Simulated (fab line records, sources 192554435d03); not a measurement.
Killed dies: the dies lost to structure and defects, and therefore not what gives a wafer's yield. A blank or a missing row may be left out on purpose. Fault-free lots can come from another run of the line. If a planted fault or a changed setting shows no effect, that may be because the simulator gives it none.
Chamber matching + flow n5_finfet + N5_BEOL_M5_ETCH_68 on rie_diel-01: 4 sister chambers
The step etches SOC in N2/H2, target depth 80 nm, overetch 16 nm, time 120 s. 4 wafers are shown with their chamber, then 8 later ones without.

WAFERS PAIRED WITH THEIR CHAMBERS
| wafer  | chamber | showerhead_plenum_p_Torr (Torr) |
|--------|---------|---------------------------------|
| L087.2 | 1       | 2.69                            |
| L089.1 | 3       | 2.47                            |
| L088.6 | 0       | 2.55                            |
| L090.3 | 2       | 2.60                            |

WAFERS WHOSE CHAMBER IS MISSING
| wafer  | showerhead_plenum_p_Torr (Torr) |
|--------|---------------------------------|
| L090.4 | 2.55                            |
| L090.6 | 2.55                            |
| L091.2 | 2.68                            |
| L091.4 | 2.55                            |
| L091.6 | 2.59                            |
| L097.1 | 2.46                            |
| L097.2 | 2.59                            |
| L097.3 | 2.54                            |

EACH ONE'S CHAMBER
| wafer  | from the rows above | in truth |
|--------|---------------------|----------|
| L090.4 | 0                   | 0        |
| L090.6 | 0                   | 0        |
| L091.2 | 1                   | 1        |
| L091.4 | 0                   | 0        |
| L091.6 | 2                   | 2        |
| L097.1 | 3                   | 3        |
| L097.2 | 2                   | 2        |
| L097.3 | 0                   | 0        |
Placed correctly: 8 of 8. From these rows, 0 cannot be placed. Number placed wrongly: 0.
How it was worked out, from the rows above alone: a wafer's distance from a chamber is the root of the sum, over the readings, of the square of ((its reading less the chamber's mean) divided by the reading's scatter). The wafer belongs to the nearest chamber; if the next one is less than 2 further off, it can't be placed. A chamber's mean is the mean of its shown wafers. The scatter: root of mean squared gap, hidden wafer to nearest shown wafer, with one shown wafer a chamber.
